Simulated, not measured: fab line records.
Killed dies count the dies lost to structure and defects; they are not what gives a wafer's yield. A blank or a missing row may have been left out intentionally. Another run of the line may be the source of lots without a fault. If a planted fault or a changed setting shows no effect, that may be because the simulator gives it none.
Which tool is to blame? || flow nand-harc || 36 wafers from 12 lots sampled at 7 of the route's 1159 steps

## WHAT EACH GAUGE READ, for each wafer
NHARC_A_BONDPAD_THK_MEAS_20: measures by xrf. Usual: thk-nm reads 169.4 nm (standard deviation 1.8).
{"lot": "L407", "measured": "day 17 16:43", "on": "film-metro-01", "thk-nm (nm)": "173.1 168.9 170.3", "flag": ""}
{"lot": "L409", "measured": "day 18 08:59", "on": "film-metro-01", "thk-nm (nm)": "168.6 166.3 166.1", "flag": ""}
{"lot": "L410", "measured": "day 18 11:49", "on": "film-metro-02", "thk-nm (nm)": "167.7 171.0 168.3", "flag": ""}
{"lot": "L411", "measured": "day 18 17:34", "on": "film-metro-02", "thk-nm (nm)": "403.2 396.7 395.7", "flag": "OFF"}
{"lot": "L412", "measured": "day 18 22:16", "on": "film-metro-02", "thk-nm (nm)": "399.7 397.6 399.9", "flag": "OFF"}
{"lot": "L415", "measured": "day 19 14:53", "on": "film-metro-02", "thk-nm (nm)": "402.0 396.4 402.8", "flag": "OFF"}
{"lot": "L421", "measured": "day 22 02:58", "on": "film-metro-01", "thk-nm (nm)": "170.8 172.5 171.2", "flag": ""}
{"lot": "L425", "measured": "day 22 21:51", "on": "film-metro-01", "thk-nm (nm)": "169.8 169.6 169.6", "flag": ""}
{"lot": "L427", "measured": "day 23 06:35", "on": "film-metro-02", "thk-nm (nm)": "170.2 171.6 168.8", "flag": ""}
{"lot": "L428", "measured": "day 23 07:11", "on": "film-metro-01", "thk-nm (nm)": "170.1 166.5 169.5", "flag": ""}
{"lot": "L429", "measured": "day 23 11:56", "on": "film-metro-02", "thk-nm (nm)": "169.2 169.2 169.1", "flag": ""}
{"lot": "L430", "measured": "day 23 21:11", "on": "film-metro-01", "thk-nm (nm)": "173.3 169.8 172.0", "flag": ""}

NHARC_A_BONDPAD_INSPECT_23. Usual: raw-defect-count reads 454 (standard deviation 110).
{"lot": "L407", "measured": "day 17 16:57", "on": "defect-inspect-01", "raw-defect-count": "409 427 338", "flag": ""}
{"lot": "L409", "measured": "day 18 09:12", "on": "defect-inspect-01", "raw-defect-count": "422 434 414", "flag": ""}
{"lot": "L410", "measured": "day 18 12:02", "on": "defect-inspect-02", "raw-defect-count": "382 431 391", "flag": ""}
{"lot": "L411", "measured": "day 18 17:47", "on": "defect-inspect-01", "raw-defect-count": "3282 3276 3313", "flag": "OFF"}
{"lot": "L412", "measured": "day 18 22:32", "on": "defect-inspect-02", "raw-defect-count": "3095 3104 3221", "flag": "OFF"}
{"lot": "L415", "measured": "day 19 15:05", "on": "defect-inspect-01", "raw-defect-count": "3266 3192 3192", "flag": "OFF"}
{"lot": "L421", "measured": "day 22 03:11", "on": "defect-inspect-01", "raw-defect-count": "415 482 582", "flag": ""}
{"lot": "L425", "measured": "day 22 22:04", "on": "defect-inspect-02", "raw-defect-count": "267 363 403", "flag": ""}
{"lot": "L427", "measured": "day 23 06:49", "on": "defect-inspect-01", "raw-defect-count": "382 714 558", "flag": ""}
{"lot": "L428", "measured": "day 23 07:24", "on": "defect-inspect-02", "raw-defect-count": "518 414 444", "flag": ""}
{"lot": "L429", "measured": "day 23 12:10", "on": "defect-inspect-01", "raw-defect-count": "323 489 489", "flag": ""}
{"lot": "L430", "measured": "day 23 21:25", "on": "defect-inspect-02", "raw-defect-count": "577 635 639", "flag": ""}

NHARC_HYBRID_BOND_OVL_MEAS_05. Usual: overlay-x-nm 0 nm, standard deviation 32; overlay-y-nm 1 nm, standard deviation 36.
{"lot": "L407", "measured": "day 18 02:03", "on": "overlay-01", "overlay-x-nm (nm)": "-49 21 -14", "overlay-y-nm (nm)": "16 -51 47", "flag": ""}
{"lot": "L409", "measured": "day 18 15:44", "on": "overlay-01", "overlay-x-nm (nm)": "-36 -31 -43", "overlay-y-nm (nm)": "13 -90 -1", "flag": ""}
{"lot": "L410", "measured": "day 18 23:47", "on": "overlay-02", "overlay-x-nm (nm)": "31 -35 -21", "overlay-y-nm (nm)": "-17 -74 34", "flag": ""}
{"lot": "L421", "measured": "day 22 12:53", "on": "overlay-02", "overlay-x-nm (nm)": "21 35 25", "overlay-y-nm (nm)": "-10 8 81", "flag": ""}
{"lot": "L425", "measured": "day 23 09:31", "on": "overlay-02", "overlay-x-nm (nm)": "-14 37 11", "overlay-y-nm (nm)": "-6 21 -7", "flag": ""}
{"lot": "L427", "measured": "day 23 16:33", "on": "overlay-01", "overlay-x-nm (nm)": "41 28 -10", "overlay-y-nm (nm)": "-9 15 21", "flag": ""}
{"lot": "L428", "measured": "day 23 16:34", "on": "overlay-02", "overlay-x-nm (nm)": "-2 94 21", "overlay-y-nm (nm)": "39 67 -2", "flag": ""}
{"lot": "L429", "measured": "day 23 23:20", "on": "overlay-02", "overlay-x-nm (nm)": "-19 -24 -49", "overlay-y-nm (nm)": "23 -11 -6", "flag": ""}
{"lot": "L430", "measured": "day 24 08:07", "on": "overlay-01", "overlay-x-nm (nm)": "-9 51 21", "overlay-y-nm (nm)": "16 54 79", "flag": ""}

NHARC_HYBRID_BOND_INSPECT_06: inspects for defects (ir void). Usual: raw-defect-count reads 32 (standard deviation 13).
{"lot": "L407", "measured": "day 18 02:06", "on": "defect-inspect-01", "raw-defect-count": "38 37 29", "flag": ""}
{"lot": "L409", "measured": "day 18 15:48", "on": "defect-inspect-02", "raw-defect-count": "31 34 30", "flag": ""}
{"lot": "L410", "measured": "day 18 23:50", "on": "defect-inspect-02", "raw-defect-count": "28 21 19", "flag": ""}
{"lot": "L421", "measured": "day 22 12:56", "on": "defect-inspect-02", "raw-defect-count": "49 61 47", "flag": ""}
{"lot": "L425", "measured": "day 23 09:35", "on": "defect-inspect-02", "raw-defect-count": "25 27 19", "flag": ""}
{"lot": "L427", "measured": "day 23 16:37", "on": "defect-inspect-02", "raw-defect-count": "31 45 32", "flag": ""}
{"lot": "L428", "measured": "day 23 16:37", "on": "defect-inspect-01", "raw-defect-count": "40 39 41", "flag": ""}
{"lot": "L429", "measured": "day 23 23:23", "on": "defect-inspect-02", "raw-defect-count": "57 59 57", "flag": ""}
{"lot": "L430", "measured": "day 24 08:10", "on": "defect-inspect-02", "raw-defect-count": "17 21 21", "flag": ""}

NHARC_END_SORT_01. Usual: defect-limited-yield 95.3 %, standard deviation 1.5; killed-at-array 28, standard deviation 10; killed-at-other 0.6, standard deviation 1.1; killed-at-periphery 3.6, standard deviation 2.6; killed-dies 32, standard deviation 10; killed-open 3.3, standard deviation 1.8; killed-short 1.9, standard deviation 1.4; sort_bin_2_pct 1.5 %, standard deviation 0.61; sort_bin_3_pct 0.27 %, standard deviation 0.2; sort_bin_4_pct 3.0 %, standard deviation 1; sort-n-pass 645, standard deviation 10; sort-rim-yield-pct 97.3 %, standard deviation 1.9; sort-yield-pct 95.3 %, standard deviation 1.5.
{"lot": "L411", "measured": "day 20 08:23", "on": "prober-01", "defect-limited-yield (%)": "0 0 0", "killed-at-array": "669 668 667", "killed-at-other": "0 2 1", "killed-at-periphery": "8 7 9", "killed-dies": "677 677 677", "killed-open": "3 6 5", "killed-short": "1 2 3", "sort_bin_2_pct (%)": "0.9 1.0 0.7", "sort_bin_3_pct (%)": "96.31 96.31 96.90", "sort_bin_4_pct (%)": "2.8 2.7 2.4", "sort-n-pass": "0 0 0", "sort-rim-yield-pct (%)": "0 0 0", "sort-yield-pct (%)": "0 0 0", "flag": "OFF"}
{"lot": "L412", "measured": "day 20 01:16", "on": "prober-02", "defect-limited-yield (%)": "0 0 0", "killed-at-array": "675 674 674", "killed-at-other": "0 0 0", "killed-at-periphery": "2 3 3", "killed-dies": "677 677 677", "killed-open": "2 5 3", "killed-short": "1 0 1", "sort_bin_2_pct (%)": "1.0 1.2 1.0", "sort_bin_3_pct (%)": "95.57 96.31 96.75", "sort_bin_4_pct (%)": "3.4 2.5 2.2", "sort-n-pass": "0 0 0", "sort-rim-yield-pct (%)": "0 0 0", "sort-yield-pct (%)": "0 0 0", "flag": "OFF"}
{"lot": "L415", "measured": "day 20 21:31", "on": "prober-02", "defect-limited-yield (%)": "0 0 0", "killed-at-array": "664 670 672", "killed-at-other": "6 6 1", "killed-at-periphery": "7 1 4", "killed-dies": "677 677 677", "killed-open": "6 3 0", "killed-short": "0 2 1", "sort_bin_2_pct (%)": "2.2 2.4 1.0", "sort_bin_3_pct (%)": "93.65 94.24 96.16", "sort_bin_4_pct (%)": "4.1 3.4 2.8", "sort-n-pass": "0 0 0", "sort-rim-yield-pct (%)": "0 0 0", "sort-yield-pct (%)": "0 0 0", "flag": "OFF"}

## WHAT TOOL EACH LOT RAN ON (gives the tool, then ch and the chambers of the sampled wafers, and finally the start)
{"lot": "L407", "NHARC_A_BONDPAD_ANNEAL_28": "rtp-anneal-01 ch 0, day 17 16:03", "NHARC_A_BONDPAD_CMP_19": "cmp-01 ch 1,2, day 17 16:26"}
{"lot": "L409", "NHARC_A_BONDPAD_ANNEAL_28": "rtp-anneal-01 ch 0, day 18 08:26", "NHARC_A_BONDPAD_CMP_19": "cmp-04 ch 1,2,3, day 18 08:44"}
{"lot": "L410", "NHARC_A_BONDPAD_ANNEAL_28": "rtp-anneal-01 ch 0, day 18 11:07", "NHARC_A_BONDPAD_CMP_19": "cmp-03 ch 0,1,2, day 18 11:31"}
{"lot": "L411", "NHARC_A_BONDPAD_ANNEAL_28": "rtp-anneal-01 ch 0, day 18 16:54", "NHARC_A_BONDPAD_CMP_19": "cmp-04 ch 0,3, day 18 17:15"}
{"lot": "L412", "NHARC_A_BONDPAD_ANNEAL_28": "rtp-anneal-02 ch 0, day 18 21:35", "NHARC_A_BONDPAD_CMP_19": "cmp-03 ch 0,1, day 18 21:56"}
{"lot": "L415", "NHARC_A_BONDPAD_ANNEAL_28": "rtp-anneal-01 ch 0, day 19 14:12", "NHARC_A_BONDPAD_CMP_19": "cmp-01 ch 0,1, day 19 14:33"}
{"lot": "L421", "NHARC_A_BONDPAD_ANNEAL_28": "rtp-anneal-01 ch 0, day 22 02:21", "NHARC_A_BONDPAD_CMP_19": "cmp-04 ch 0,1, day 22 02:40"}
{"lot": "L425", "NHARC_A_BONDPAD_ANNEAL_28": "rtp-anneal-02 ch 0, day 22 21:17", "NHARC_A_BONDPAD_CMP_19": "cmp-01 ch 0,1,3, day 22 21:35"}
{"lot": "L427", "NHARC_A_BONDPAD_ANNEAL_28": "rtp-anneal-02 ch 0, day 23 05:56", "NHARC_A_BONDPAD_CMP_19": "cmp-04 ch 0,1, day 23 06:18"}
{"lot": "L428", "NHARC_A_BONDPAD_ANNEAL_28": "rtp-anneal-01 ch 0, day 23 06:32", "NHARC_A_BONDPAD_CMP_19": "cmp-03 ch 1,2,3, day 23 06:52"}
{"lot": "L429", "NHARC_A_BONDPAD_ANNEAL_28": "rtp-anneal-02 ch 0, day 23 11:16", "NHARC_A_BONDPAD_CMP_19": "cmp-03 ch 0,2,3, day 23 11:40"}
{"lot": "L430", "NHARC_A_BONDPAD_ANNEAL_28": "rtp-anneal-02 ch 0, day 23 20:37", "NHARC_A_BONDPAD_CMP_19": "cmp-01 ch 1,3, day 23 20:53"}
- NHARC_A_BONDPAD_ANNEAL_28: time 90 s.
- NHARC_A_BONDPAD_CMP_19: polishes, t overpolish 30 s, cu recess touch 16 s, target thk 169.8 nm.

## WHAT THE TOOLS THEMSELVES READ (means of the sampled wafers that have a number; where no wafer has one, the mark that the record gives instead)
NHARC_A_BONDPAD_ANNEAL_28. Usual: wafer_temp_C_max reads 225.9 (standard deviation 0.31).
{"lot": "L407", "tool": "rtp-anneal-01", "wafer_temp_C_max": 226.1, "flag": ""}
{"lot": "L409", "tool": "rtp-anneal-01", "wafer_temp_C_max": 226.0, "flag": ""}
{"lot": "L410", "tool": "rtp-anneal-01", "wafer_temp_C_max": 226.3, "flag": ""}
{"lot": "L411", "tool": "rtp-anneal-01", "wafer_temp_C_max": 226.2, "flag": ""}
{"lot": "L412", "tool": "rtp-anneal-02", "wafer_temp_C_max": 225.7, "flag": ""}
{"lot": "L415", "tool": "rtp-anneal-01", "wafer_temp_C_max": 226.2, "flag": ""}
{"lot": "L421", "tool": "rtp-anneal-01", "wafer_temp_C_max": 226.0, "flag": ""}
{"lot": "L425", "tool": "rtp-anneal-02", "wafer_temp_C_max": 225.6, "flag": ""}
{"lot": "L427", "tool": "rtp-anneal-02", "wafer_temp_C_max": 225.6, "flag": ""}
{"lot": "L428", "tool": "rtp-anneal-01", "wafer_temp_C_max": 226.2, "flag": ""}
{"lot": "L429", "tool": "rtp-anneal-02", "wafer_temp_C_max": 225.5, "flag": ""}
{"lot": "L430", "tool": "rtp-anneal-02", "wafer_temp_C_max": 225.7, "flag": ""}

NHARC_A_BONDPAD_CMP_19. Usual: edge-zone-pressure-frac 0.999, standard deviation 0.0052; motor-current-A 12.4 A, standard deviation 1.3; overpolish-run-s 30.001 s, standard deviation 0.0094.
{"lot": "L407", "tool": "cmp-01", "edge-zone-pressure-frac": 1.002, "motor-current-A (A)": 12.4, "overpolish-run-s (s)": 29.996, "flag": ""}
{"lot": "L409", "tool": "cmp-04", "edge-zone-pressure-frac": 0.996, "motor-current-A (A)": 11.4, "overpolish-run-s (s)": 30.003, "flag": ""}
{"lot": "L410", "tool": "cmp-03", "edge-zone-pressure-frac": 1.000, "motor-current-A (A)": 13.1, "overpolish-run-s (s)": 29.997, "flag": ""}
{"lot": "L411", "tool": "cmp-04", "edge-zone-pressure-frac": "-", "motor-current-A (A)": "-", "overpolish-run-s (s)": "-", "flag": "OFF"}
{"lot": "L412", "tool": "cmp-03", "edge-zone-pressure-frac": "-", "motor-current-A (A)": "-", "overpolish-run-s (s)": "-", "flag": "OFF"}
{"lot": "L415", "tool": "cmp-01", "edge-zone-pressure-frac": "-", "motor-current-A (A)": "-", "overpolish-run-s (s)": "-", "flag": "OFF"}
{"lot": "L421", "tool": "cmp-04", "edge-zone-pressure-frac": 0.994, "motor-current-A (A)": 13.2, "overpolish-run-s (s)": 29.993, "flag": ""}
{"lot": "L425", "tool": "cmp-01", "edge-zone-pressure-frac": 1.002, "motor-current-A (A)": 12.1, "overpolish-run-s (s)": 30.002, "flag": ""}
{"lot": "L427", "tool": "cmp-04", "edge-zone-pressure-frac": 1.006, "motor-current-A (A)": 12.9, "overpolish-run-s (s)": 29.998, "flag": ""}
{"lot": "L428", "tool": "cmp-03", "edge-zone-pressure-frac": 0.994, "motor-current-A (A)": 13.6, "overpolish-run-s (s)": 30.008, "flag": ""}
{"lot": "L429", "tool": "cmp-03", "edge-zone-pressure-frac": 0.995, "motor-current-A (A)": 12.5, "overpolish-run-s (s)": 30.002, "flag": ""}
{"lot": "L430", "tool": "cmp-01", "edge-zone-pressure-frac": 0.994, "motor-current-A (A)": 12.2, "overpolish-run-s (s)": 29.997, "flag": ""}

## THE ANSWER, worked out from the rows above alone
Rule: a lot is off if the mean of its wafers that have a number lies more than 3 standard deviations from the usual mean. Also off: a lot with no number at a reading for which 4 or more lots have one. Where the step has rows for the other lots, those lots are counted as sound. After the gauges, taken in route order, come the tools' own readings; for these a lot's mean is taken, as printed above. The first step at which some lot is off is used, and at that step the reading that is off furthest; a lot without a number counts as furthest.
Off: L411, L412, L415 (NHARC_A_BONDPAD_THK_MEAS_20, thk-nm).
A tool fits if, at a process step before that reading, it ran every lot that is off, and no sound lot after the first of them. Not tried: the gauges at NHARC_A_BONDPAD_THK_MEAS_20; whatever is off there is also off at NHARC_A_BONDPAD_INSPECT_23, on other tools, and gauge error can't account for it. No candidate that was tried fits.

## WHAT THE SIMULATOR HAD INSERTED
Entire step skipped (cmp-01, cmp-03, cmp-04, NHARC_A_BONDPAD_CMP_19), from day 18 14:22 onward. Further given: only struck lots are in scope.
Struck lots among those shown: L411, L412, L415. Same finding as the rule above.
